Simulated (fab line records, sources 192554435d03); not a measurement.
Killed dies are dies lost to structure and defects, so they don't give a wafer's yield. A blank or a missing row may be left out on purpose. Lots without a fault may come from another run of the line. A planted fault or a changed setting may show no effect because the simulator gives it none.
fab line records | flow n5_finfet
record lots=4 wafers=12 last_day=16
route steps=1938 shown BEOL_M5@1185 BEOL_M6@1194
lots that met no fault: from a run of the same line without faults
start_h: hours from the record's first day to the start of the lot's first wafer shown | wait_h: hours since the lot's step before | " the same as in the row above | L1.1+2: a row that stands for several wafers | - no value, or no start given | * or withheld: withheld | < > ~ a bound
route shown NAME@n: a module of which the file shows steps, and the number in the route of the first | usual: mean/standard deviation of fault-free wafers | same: alike in all rows | chamber/n: place in a boat | sites: the reading at each site | _std_site: their standard deviation | _edge_site: outer sites' mean less inner sites' | radius_mm: how far each site lies from the wafer's centre | mask NAME#n: copy n | behind: the tool/chamber that last shaped the wafer | hold: why the lot was held/for how many hours/how that ended | device: the transistor (n, p or np) that didn't switch | end of line: the same wafers' tests at the end of the route | a step without rows: its recipe alone | killed: dies lost to structure and defects at the first sort, not the wafer's yield | map: a wafer's dies, x killed, . not, _ none there
set.NAME: the setting as run; set.NAME@STEP: as run at that earlier step | model.NAME: the simulator's own value behind a step, which no gauge read
lots at some steps of the route; a table a step, a row a wafer
services: from which hour (start_h, from the record's first day; less than 0 if before it) a tool's chamber was out of use, for how many hours, and why
## steps
# step N5_BEOL_M5_ANNEAL_51
# recipe temp_c=225 time_s=90 ambient=N2
# step N5_BEOL_M5_CMP_52
# recipe stop_on=SiCOH_lowk t_overpolish_s=6.9 down_force_psi=1 platen_rpm=50 clearing_platen_down_force_psi=1.5 clearing_platen_rpm=50 post_cmp_clean=cu_alkaline target_thk_nm=62 clearing_platen_pad_velocity_m_s=0.99484 pad_velocity_m_s=0.99484
# step N5_BEOL_M5_PRE_CLEAN_77
# recipe gas=NH3/H2 time_s=15 temp_c=* rf_power_w=300
# step N5_BEOL_M5_CO_CAP_78
# recipe material=Co target_thk_a=20 temp_c=200 precursor=CCTBA/H2 pressure_torr=30 time_s=102.1
# step N5_BEOL_M5_PRE_CLEAN_55
# recipe gas=NH3 time_s=15 temp_c=withheld rf_power_w=300
# step N5_BEOL_M5_DEP_56
# recipe material=SiCN target_thk_a=80 temp_c=withheld precursor=3MS/NH3 pressure_torr=3 rf_w=202 time_s=14
# step N5_BEOL_M6_ILD_DEP_00
# recipe material=SiCOH_lowk target_thk_a=1797.5 temp_c=300 precursor=DEMS/porogen pressure_torr=5 rf_w=500 time_s=33.4
# step N5_BEOL_M6_CURE_74
# recipe temp_c=385 time_s=240 ambient=He/Ar material=SiCOH_lowk
# step N5_BEOL_M6_PECVD_70
# recipe material=SiO2 target_thk_a=200 temp_c=400 precursor=TEOS/O2 pressure_torr=5.5 rf_w=450 teos_flow_sccm=53.8 gas=O2 flow_sccm=3000 time_s=22.7
# usual heater_power_w=716/94 showerhead_plenum_p_Torr=8.75/0.033 susceptor_temp_C=400.02/0.22 throttle_valve_pct=22.0/1.9
# columns lot.wafer tool chamber start_h wait_h heater_power_w showerhead_plenum_p_Torr susceptor_temp_C throttle_valve_pct model.SiO2_of_BEOL_M6_PECVD_70.thk_nm
L388.1 pecvd-03 1 191.75 0.0 881 8.72 399.96 20.5 19.4
L388.2 " 2 " " 510 8.78 399.90 22.6 20
L388.5 " 1 " " 889 8.71 399.95 20.5 19.6
L397.1 pecvd-01 2 249.63 0.0 799 8.83 399.95 19.4 19.8
L397.3 " 0 " " 720 8.72 400.17 20.3 20.4
L397.6 " 1 " " 688 8.75 399.94 25.4 20.2
L404.2 pecvd-03 2 290.90 0.0 527 8.75 399.73 22.7 20.2
L404.5 " 1 " " 882 8.73 399.85 20.9 19.8
L404.6 " 0 " " 790 8.75 - 21.8 14.8
L407.1 pecvd-03 0 301.58 0.0 806 8.76 399.99 22.2 19.6
L407.4 " 1 " " 744 8.72 400.28 20.8 19.6
L407.6 " 2 " " 608 8.77 - 22.5 14.8
# step N5_BEOL_M6_HM_DEP_02
# recipe material=TiN target_thk_a=200 temp_c=25 chamber_pressure_pa=0.49996
# step N5_BEOL_M6_COAT_59
# recipe resist=SOC temp_c=250 time_s=60 spin_rpm=1500 resist_thk_nm=100
# step N5_BEOL_M6_COAT_60
# recipe resist=SiARC temp_c=220 time_s=60 spin_rpm=1500 resist_thk_nm=35
# step N5_BEOL_M6_COAT_05
# recipe resist=CAR-ArF spin_rpm=1500 resist_thk_nm=90
# step N5_BEOL_M6_EBR_07
# recipe solvent=PGMEA ebr_width_mm=1.5
# step N5_BEOL_M6_SOFTBAKE_06
# recipe temp_c=110 time_s=60 resist=CAR-ArF
# step N5_BEOL_M6_EXPOSE_08
# recipe mask_id=M6 na=1.35 source_shape=dipole sigma_inner=0.817 sigma_outer=0.97 polarization=te dose_mj=68.25
# step N5_BEOL_M6_PEB_09
# recipe peb_temp_c=withheld peb_time_s=60 resist=CAR-ArF
# step N5_BEOL_M6_DEVELOP_10
# recipe develop_time_s=30 developer=TMAH resist=CAR-ArF rinse_liquid=diw dry=air_spin dev_temp_c=23
# step N5_BEOL_M6_DESCUM_16
# recipe chemistry=O2 time_s=7.9 source_power_w=50 bias_power_w=20 pressure_mtorr=20 rf_frequency_hz=2.712e+07 temp_c=40 resist=CAR-ArF o2_flow_sccm=225
# step N5_BEOL_M6_ETCH_61
# recipe chemistry=CF4 target=SiARC target_depth_a=455 mask_material=CAR-ArF time_s=75.8 ion_energy_ev=80 pressure_mtorr=40 source_w=545 bias_w=36 Ar_flow_sccm=100 cf4_flow_sccm=100 ends=cleared
# step N5_BEOL_M6_ETCH_62
# recipe chemistry=N2/H2 target=SOC target_depth_a=1100 overetch_a=220 mask_material=SiARC temp_c=40 time_s=165 ion_energy_ev=200 pressure_mtorr=30 source_w=840 bias_w=150 n2_flow_sccm=200 h2_flow_sccm=200
# step N5_BEOL_M6_STRIP_68
# recipe chemistry=N2/H2 temp_c=40 n2_flow_sccm=200 h2_flow_sccm=200 rf_frequency_hz=6e+07
# step N5_BEOL_M6_STRIP_67
# recipe chemistry=CF4 resist=SiARC power_w=300 bias_power_w=75 pressure_mtorr=50 cf4_flow_sccm=150 rf_frequency_hz=6e+07
# step N5_BEOL_M6_HM_OPEN_17
# recipe chemistry=Cl2/BCl3 target_depth_a=200 overetch_a=60 target=TiN mask_material=SOC ion_energy_ev=150 pressure_mtorr=10 icp_w=1000 bias_w=126 Cl2_flow_sccm=53.25 bcl3_flow_sccm=21.75 Ar_flow_sccm=25
# step N5_BEOL_M6_STRIP_19
# recipe chemistry=O2 power_w=400 temp_c=40 pressure_mtorr=30 rf_frequency_hz=6e+07 bias_power_w=0 overash_fraction=0.2 o2_flow_sccm=225
# step N5_BEOL_M6_COAT_63
# recipe resist=SOC temp_c=250 time_s=60 spin_rpm=1500 resist_thk_nm=60
# step N5_BEOL_M6_COAT_64
# recipe resist=SiARC temp_c=220 time_s=60 spin_rpm=1500 resist_thk_nm=12
# step N5_BEOL_M6_COAT_71
# recipe resist=underlayer temp_c=205 time_s=60 spin_rpm=1500 resist_thk_nm=5
# step N5_BEOL_M6_COAT_22
# recipe resist=CAR-EUV spin_rpm=1500 resist_thk_nm=30
# step N5_BEOL_M6_EBR_24
# recipe solvent=PGMEA ebr_width_mm=1.5
# step N5_BEOL_M6_SOFTBAKE_23
# recipe temp_c=110 time_s=60 resist=CAR-EUV
# step N5_BEOL_M6_EXPOSE_25
# recipe mask_id=V5 na=0.33 source_shape=annular sigma_inner=0.4 sigma_outer=0.8 polarization=unpolarized target_cd_nm=40 dose_mj=45
# step N5_BEOL_M6_PEB_26
# recipe peb_temp_c=100 peb_time_s=60 resist=CAR-EUV
# step N5_BEOL_M6_DEVELOP_27
# recipe develop_time_s=30 developer=TMAH resist=CAR-EUV rinse_liquid=surfactant_rinse dry=air_spin dev_temp_c=23
# step N5_BEOL_M6_HM_STRIP_39
# recipe chemistry=peroxide_tin_strip material=TiN target_depth_a=250 temp_c=50 time_s=158
# columns lot.wafer tool chamber start_h wait_h model.SiO2_of_BEOL_M6_PECVD_70.thk_nm
L388.1 wet_bench-03 6 195.25 0.0 19.2
L388.2 " 7 " " 19.8
L388.5 " 5 " " 19.4
L397.1 wet_bench-06 0 253.14 0.0 19.6
L397.3 " 1 " " 20.2
L397.6 " 3 " " 20
L404.2 wet_bench-06 7 294.34 0.0 20
L404.5 " 5 " " 19.6
L404.6 " 0 " " 14.6
L407.1 wet_bench-02 5 306.48 0.0 19.6
L407.4 " 1 " " 19.4
L407.6 " 6 " " 14.8
# step N5_BEOL_M6_CMP_52
# recipe stop_on=SiCOH_lowk t_overpolish_s=6.9 down_force_psi=1 platen_rpm=50 clearing_platen_down_force_psi=1.5 clearing_platen_rpm=50 post_cmp_clean=cu_alkaline target_thk_nm=80 clearing_platen_pad_velocity_m_s=0.99484 pad_velocity_m_s=0.99484
# usual barrier_field_endpoint_s=28.8/0.63 edge_zone_pressure_frac=1.000/0.0051 motor_current_A=6.2/0.66
# columns lot.wafer tool chamber start_h wait_h barrier_field_endpoint_s edge_zone_pressure_frac motor_current_A
L388.2 cmp-04 0 197.64 0.2 29.6 1.000 6.9
L388.1 " 3 " " 28.1 0.995 6.8
L388.5 " 1 " " 28.8 0.998 5.3
L397.1 cmp-01 3 255.17 0.3 28.3 1.000 5.8
L397.3 " 1 " " 29.6 1.000 6.0
L397.6 " 0 " " 30.3 1.001 6.2
L404.2 cmp-01 3 296.54 0.2 28.4 1.000 6.1
L404.6 " 3 " " 21.9 1.005 6.0
L404.5 " 0 " " 29.6 0.999 5.9
L407.1 cmp-03 2 308.51 0.3 27.7 0.997 5.2
L407.4 " 3 " " 28.1 1.008 6.1
L407.6 " 1 " " 22.2 1.006 7.1
## services
# columns tool chamber start_h hours kind
pecvd-03 2 171.08 2.1 scheduled_down
pecvd-01 - 178.46 0.7 repair
cmp-01 - 182.65 5.5 pm
cmp-04 - 192.23 4.0 pm
pecvd-01 - 195.58 6.0 pm
cmp-04 - 196.23 - consumable_replace:conditioner
cmp-04 - 196.23 - consumable_replace:pad
cmp-03 - 196.27 4.3 pm
pecvd-01 2 202.38 - clean
pecvd-01 2 202.38 - consumable_replace:showerhead
pecvd-01 2 202.38 29.0 scheduled_down
cmp-03 - 222.71 2.0 repair
cmp-04 - 223.82 2.0 repair
pecvd-03 2 228.10 7.4 repair
cmp-01 - 245.17 0.8 repair
cmp-03 - 249.92 4.0 pm
cmp-04 - 254.89 5.3 pm
cmp-03 - 269.87 0.8 repair
pecvd-01 0 276.77 4.4 repair
cmp-03 - 277.03 0.6 repair
cmp-01 - 278.41 0.9 repair
cmp-03 - 290.48 0.4 repair
pecvd-03 - 305.30 1.0 repair
cmp-01 - 308.00 1.2 repair
## key
first_sign step=N5_BEOL_M6_CMP_52 reading=barrier_field_endpoint_s direction=down sigmas=11 usual=28.8 struck=22.0
effect none on later readings
model_effect step=N5_BEOL_M6_PECVD_70 value=SiO2_of_BEOL_M6_PECVD_70.thk_nm without=20.3 struck=14.8
model_effect step=N5_BEOL_M6_HM_STRIP_39 value=SiO2_of_BEOL_M6_PECVD_70.thk_nm without=20.1 struck=14.7
met_at N5_BEOL_M6_PECVD_70
struck_wafers L404.6,L407.6
onset_between 191.75 290.90
fault kind=process_parameter_drift tool=pecvd-03 chamber=- onset_h=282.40 steps=N5_BEOL_M6_PECVD_70 channel=time_s offset=* shape=step end_h=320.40 scope=struck_wafers_only acts_in=* stated=*
